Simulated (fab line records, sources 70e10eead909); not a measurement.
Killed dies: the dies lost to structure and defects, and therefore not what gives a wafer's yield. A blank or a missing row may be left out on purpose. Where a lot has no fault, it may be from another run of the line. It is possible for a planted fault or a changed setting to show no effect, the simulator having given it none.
Which tool was responsible? / flow nand-harc / 24 lots, 72 wafers sampled, at 2 steps of a route of 1302

== WHAT THE GAUGES READ, wafer by wafer ==
NHARC_A_START_INSPECT_01. Usual: raw-defect-count 3.5, standard deviation 1.7.
lot=L074; measured=day 6 22:22; on=defect-inspect-02; raw-defect-count=6 3 6; flag=
lot=L075; measured=day 7 16:09; on=defect-inspect-01; raw-defect-count=3 7 3; flag=
lot=L076; measured=day 7 17:35; on=defect-inspect-01; raw-defect-count=2 0 5; flag=
lot=L077; measured=day 8 00:31; on=defect-inspect-01; raw-defect-count=4 1 3; flag=
lot=L078; measured=day 8 06:21; on=defect-inspect-02; raw-defect-count=8 2 3; flag=
lot=L079; measured=day 8 19:09; on=defect-inspect-02; raw-defect-count=3 5 3; flag=
lot=L080; measured=day 9 04:26; on=defect-inspect-01; raw-defect-count=5 3 6; flag=
lot=L081; measured=day 9 21:38; on=defect-inspect-01; raw-defect-count=5 4 4; flag=
lot=L082; measured=day 9 22:04; on=defect-inspect-02; raw-defect-count=1 6 5; flag=
lot=L083; measured=day 10 22:51; on=defect-inspect-01; raw-defect-count=0 3 1; flag=
lot=L084; measured=day 11 01:23; on=defect-inspect-01; raw-defect-count=5 2 4; flag=
lot=L085; measured=day 11 07:58; on=defect-inspect-01; raw-defect-count=2 1 5; flag=
lot=L086; measured=day 11 22:11; on=defect-inspect-02; raw-defect-count=3 3 6; flag=
lot=L087; measured=day 11 22:34; on=defect-inspect-01; raw-defect-count=6 2 4; flag=
lot=L088; measured=day 12 21:36; on=defect-inspect-02; raw-defect-count=1 4 5; flag=
lot=L089; measured=day 12 23:26; on=defect-inspect-02; raw-defect-count=3 4 3; flag=
lot=L090; measured=day 13 17:10; on=defect-inspect-02; raw-defect-count=1 6 2; flag=
lot=L091; measured=day 13 20:50; on=defect-inspect-02; raw-defect-count=4 3 5; flag=
lot=L092; measured=day 14 04:38; on=defect-inspect-01; raw-defect-count=4 4 4; flag=
lot=L093; measured=day 14 22:21; on=defect-inspect-01; raw-defect-count=3 3 3; flag=
lot=L094; measured=day 15 06:12; on=defect-inspect-01; raw-defect-count=5 2 2; flag=
lot=L096; measured=day 15 20:05; on=defect-inspect-02; raw-defect-count=6 4 2; flag=
lot=L095; measured=day 15 20:53; on=defect-inspect-02; raw-defect-count=4 6 3; flag=
lot=L097; measured=day 16 06:44; on=defect-inspect-01; raw-defect-count=2 0 3; flag=

== EACH LOT AND THE TOOL THAT RAN IT (in order: tool; ch and the chambers of the sampled wafers; start) ==
lot=L074; NHARC_P_M2_CMP_23=cmp-03 ch 0,1,3, day 6 16:58
lot=L075; NHARC_P_M2_CMP_23=cmp-03 ch 0,2,3, day 7 10:40
lot=L076; NHARC_P_M2_CMP_23=cmp-03 ch 1,2, day 7 12:15
lot=L077; NHARC_P_M2_CMP_23=cmp-02 ch 1,2,3, day 7 18:44
lot=L078; NHARC_P_M2_CMP_23=cmp-02 ch 1,2,3, day 8 00:49
lot=L079; NHARC_P_M2_CMP_23=cmp-04 ch 0,3, day 8 13:36
lot=L080; NHARC_P_M2_CMP_23=cmp-02 ch 0,2,3, day 8 22:46
lot=L081; NHARC_P_M2_CMP_23=cmp-02 ch 1,2,3, day 9 15:47
lot=L082; NHARC_P_M2_CMP_23=cmp-02 ch 0,1, day 9 16:35
lot=L083; NHARC_P_M2_CMP_23=cmp-04 ch 2,3, day 10 17:18
lot=L084; NHARC_P_M2_CMP_23=cmp-03 ch 0,1,2, day 10 19:35
lot=L085; NHARC_P_M2_CMP_23=cmp-02 ch 0,1,3, day 11 02:26
lot=L086; NHARC_P_M2_CMP_23=cmp-03 ch 0,2, day 11 16:29
lot=L087; NHARC_P_M2_CMP_23=cmp-03 ch 0,1,2, day 11 16:58
lot=L088; NHARC_P_M2_CMP_23=cmp-04 ch 0,1, day 12 16:13
lot=L089; NHARC_P_M2_CMP_23=cmp-02 ch 0,1,3, day 12 17:56
lot=L090; NHARC_P_M2_CMP_23=cmp-02 ch 0,1,3, day 13 11:43
lot=L091; NHARC_P_M2_CMP_23=cmp-04 ch 0,1,2, day 13 15:22
lot=L092; NHARC_P_M2_CMP_23=cmp-03 ch 0,1,2, day 13 23:01
lot=L093; NHARC_P_M2_CMP_23=cmp-03 ch 0,2,3, day 14 16:52
lot=L094; NHARC_P_M2_CMP_23=cmp-02 ch 2,3, day 15 00:51
lot=L096; NHARC_P_M2_CMP_23=cmp-02 ch 0,3, day 15 14:43
lot=L095; NHARC_P_M2_CMP_23=cmp-04 ch 0,2, day 15 15:26
lot=L097; NHARC_P_M2_CMP_23=cmp-02 ch 0,1,3, day 16 01:25
- NHARC_P_M2_CMP_23: polishes, t overpolish 20 s, target thk 144.3 nm.

== WHAT THE TOOLS THEMSELVES READ (means of the sampled wafers that have a number; where no wafer has one, the mark that the record gives instead) ==
NHARC_P_M2_CMP_23. Usual: motor-current-A 11.9 A, standard deviation 0.98; slurry-flow-ml-min 149.9, standard deviation 0.46; time-to-endpoint-s 27.3 s, standard deviation 2.5.
lot=L074; tool=cmp-03; motor-current-A (A)=12.4; slurry-flow-ml-min=149.9; time-to-endpoint-s (s)=30.3; flag=
lot=L075; tool=cmp-03; motor-current-A (A)=12.0; slurry-flow-ml-min=149.9; time-to-endpoint-s (s)=31.1; flag=
lot=L076; tool=cmp-03; motor-current-A (A)=12.0; slurry-flow-ml-min=149.9; time-to-endpoint-s (s)=30.8; flag=
lot=L077; tool=cmp-02; motor-current-A (A)=12.1; slurry-flow-ml-min=149.8; time-to-endpoint-s (s)=24.8; flag=
lot=L078; tool=cmp-02; motor-current-A (A)=12.3; slurry-flow-ml-min=149.9; time-to-endpoint-s (s)=24.3; flag=
lot=L079; tool=cmp-04; motor-current-A (A)=12.7; slurry-flow-ml-min=149.5; time-to-endpoint-s (s)=27.6; flag=
lot=L080; tool=cmp-02; motor-current-A (A)=12.3; slurry-flow-ml-min=149.7; time-to-endpoint-s (s)=30.6; flag=
lot=L081; tool=cmp-02; motor-current-A (A)=12.5; slurry-flow-ml-min=150.3; time-to-endpoint-s (s)=27.6; flag=
lot=L082; tool=cmp-02; motor-current-A (A)=11.8; slurry-flow-ml-min=150.3; time-to-endpoint-s (s)=26.0; flag=
lot=L083; tool=cmp-04; motor-current-A (A)=11.2; slurry-flow-ml-min=149.5; time-to-endpoint-s (s)=24.1; flag=
lot=L084; tool=cmp-03; motor-current-A (A)=11.7; slurry-flow-ml-min=150.5; time-to-endpoint-s (s)=27.7; flag=
lot=L085; tool=cmp-02; motor-current-A (A)=11.6; slurry-flow-ml-min=149.8; time-to-endpoint-s (s)=28.2; flag=
lot=L086; tool=cmp-03; motor-current-A (A)=11.0; slurry-flow-ml-min=149.9; time-to-endpoint-s (s)=27.6; flag=
lot=L087; tool=cmp-03; motor-current-A (A)=11.6; slurry-flow-ml-min=149.8; time-to-endpoint-s (s)=27.5; flag=
lot=L088; tool=cmp-04; motor-current-A (A)=11.5; slurry-flow-ml-min=149.9; time-to-endpoint-s (s)=24.9; flag=
lot=L089; tool=cmp-02; motor-current-A (A)=12.0; slurry-flow-ml-min=149.8; time-to-endpoint-s (s)=29.1; flag=
lot=L090; tool=cmp-02; motor-current-A (A)=11.7; slurry-flow-ml-min=150.2; time-to-endpoint-s (s)=25.6; flag=
lot=L091; tool=cmp-04; motor-current-A (A)=11.8; slurry-flow-ml-min=149.7; time-to-endpoint-s (s)=25.2; flag=
lot=L092; tool=cmp-03; motor-current-A (A)=11.4; slurry-flow-ml-min=150.1; time-to-endpoint-s (s)=28.9; flag=
lot=L093; tool=cmp-03; motor-current-A (A)=11.9; slurry-flow-ml-min=150.1; time-to-endpoint-s (s)=27.3; flag=
lot=L094; tool=cmp-02; motor-current-A (A)=12.4; slurry-flow-ml-min=149.9; time-to-endpoint-s (s)=25.6; flag=
lot=L096; tool=cmp-02; motor-current-A (A)=12.3; slurry-flow-ml-min=150.0; time-to-endpoint-s (s)=27.1; flag=
lot=L095; tool=cmp-04; motor-current-A (A)=13.2; slurry-flow-ml-min=150.2; time-to-endpoint-s (s)=27.9; flag=
lot=L097; tool=cmp-02; motor-current-A (A)=11.8; slurry-flow-ml-min=150.1; time-to-endpoint-s (s)=25.4; flag=

== THE ANSWER, worked out from the rows above alone ==
Rule: take the mean of a lot's wafers that have a number; if it is more than 3 standard deviations from the usual mean, the lot is off. A lot without any number at a reading at which 4 lots or more have one is off too. The other lots that the step has rows for count as sound. Order of review: gauges by route order, followed by the tools' own readings, for which a lot's mean as printed above is used. The first step at which some lot is off is used, and at that step the reading that is off furthest; a lot without a number counts as furthest.
No lot is off on any of the readings shown, so nothing can be concluded from this.

== WHAT THE SIMULATOR PUT IN ==
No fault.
